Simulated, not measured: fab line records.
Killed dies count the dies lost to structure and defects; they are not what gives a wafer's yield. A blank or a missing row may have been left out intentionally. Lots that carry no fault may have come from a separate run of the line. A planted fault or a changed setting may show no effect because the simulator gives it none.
Which tool did it? ; flow nand harc ; 14 lots with 42 wafers sampled at 2 steps, on a route of 1302 steps

== WHAT THE GAUGES SHOWED, per wafer ==
NHARC_P_BONDPAD_OVL_MEAS_38. Usual: overlay x nm 2 nm, standard deviation 5.2; overlay y nm 1 nm, standard deviation 6.6.
lot;measured;on;overlay x nm (nm);overlay y nm (nm);flag
L565;day 6 23:47;overlay-02;-5 -5 -5;4 5 4;
L566;day 7 13:44;overlay-01;4 4 3;2 2 3;
L567;day 7 14:47;overlay-02;10 9 9;-2 -1 -1;
L568;day 8 08:48;overlay-02;-2 -1 -1;0 1 0;
L569;day 8 14:33;overlay-02;3 2 2;-3 -3 -2;
L570;day 9 04:13;overlay-02;-3 -2 -3;-12 -13 -12;
L572;day 9 21:20;overlay-02;1 1 1;0 0 0;
L573;day 10 05:09;overlay-02;-10 -10 -10;11 10 11;
L576;day 11 15:37;overlay-01;2 2 1;11 11 11;
L580;day 13 12:22;overlay-02;11 10 10;5 4 5;
L582;day 13 21:29;overlay-01;2 2 2;2 2 2;
L583;day 14 11:01;overlay-02;2 2 2;9 9 10;
L585;day 15 03:17;overlay-02;-8 -7 -8;-8 -7 -7;
L584;day 15 03:47;overlay-02;0 0 0;12 12 12;

== WHAT TOOL EACH LOT RAN ON (gives the tool, then ch and the chambers of the sampled wafers, and finally the start) ==
lot;NHARC_P_M2_PVD_21
L565;pvd sputter-02, day 6 23:47 or earlier
L566;pvd sputter-03, day 7 13:44 or earlier
L567;pvd sputter-03, day 7 14:47 or earlier
L568;pvd sputter-01, day 8 08:48 or earlier
L569;pvd sputter-02, day 8 14:33 or earlier
L570;pvd sputter-02, day 9 04:13 or earlier
L572;pvd sputter-01, day 9 21:20 or earlier
L573;pvd sputter-01, day 10 05:09 or earlier
L576;pvd sputter-03, day 11 15:37 or earlier
L580;pvd sputter-02, day 13 12:22 or earlier
L582;pvd sputter-01, day 13 21:29 or earlier
L583;pvd sputter-01, day 14 11:01 or earlier
L585;pvd sputter-02, day 15 03:17 or earlier
L584;pvd sputter-03, day 15 03:47 or earlier
- NHARC_P_M2_PVD_21: deposits Cu, target thk 30 nm, time 20.49 s.

== WHAT THE TOOLS THEMSELVES READ (means of the sampled wafers that have a number; where no wafer has one, the mark that the record gives instead) ==
NHARC_P_M2_PVD_21. Usual: substrate temp c 29.98 C, standard deviation 0.11; throttle valve pct 30.2 %, standard deviation 0.88.
lot;tool;substrate temp c (C);throttle valve pct (%);flag
L565;pvd sputter-02;29.90;30.4;
L566;pvd sputter-03;29.99;28.9;
L567;pvd sputter-03;29.93;29.2;
L568;pvd sputter-01;29.97;30.7;
L569;pvd sputter-02;29.94;30.4;
L570;pvd sputter-02;30.04;30.4;
L572;pvd sputter-01;30.04;30.9;
L573;pvd sputter-01;29.94;30.5;
L576;pvd sputter-03;30.06;29.1;
L580;pvd sputter-02;29.99;30.4;
L582;pvd sputter-01;29.93;30.7;
L583;pvd sputter-01;30.07;30.4;
L585;pvd sputter-02;29.95;31.1;
L584;pvd sputter-03;30.07;29.8;

== THE ANSWER, worked out from the rows above alone ==
Rule: lot off if the mean of its wafers having a number is beyond 3 standard deviations from the usual mean. A lot without any number at a reading at which 4 lots or more have one is off too. Any other lot the step has rows for is counted as sound. After the gauges, taken in route order, come the tools' own readings; for these a lot's mean is taken, as printed above. At the first step where some lot is off, the reading lying furthest off is the one used; lots without a number count as furthest.
Across all readings shown, no lot is off: no conclusion can be drawn from this.

== WHAT HAD BEEN PUT IN BY THE SIMULATOR ==
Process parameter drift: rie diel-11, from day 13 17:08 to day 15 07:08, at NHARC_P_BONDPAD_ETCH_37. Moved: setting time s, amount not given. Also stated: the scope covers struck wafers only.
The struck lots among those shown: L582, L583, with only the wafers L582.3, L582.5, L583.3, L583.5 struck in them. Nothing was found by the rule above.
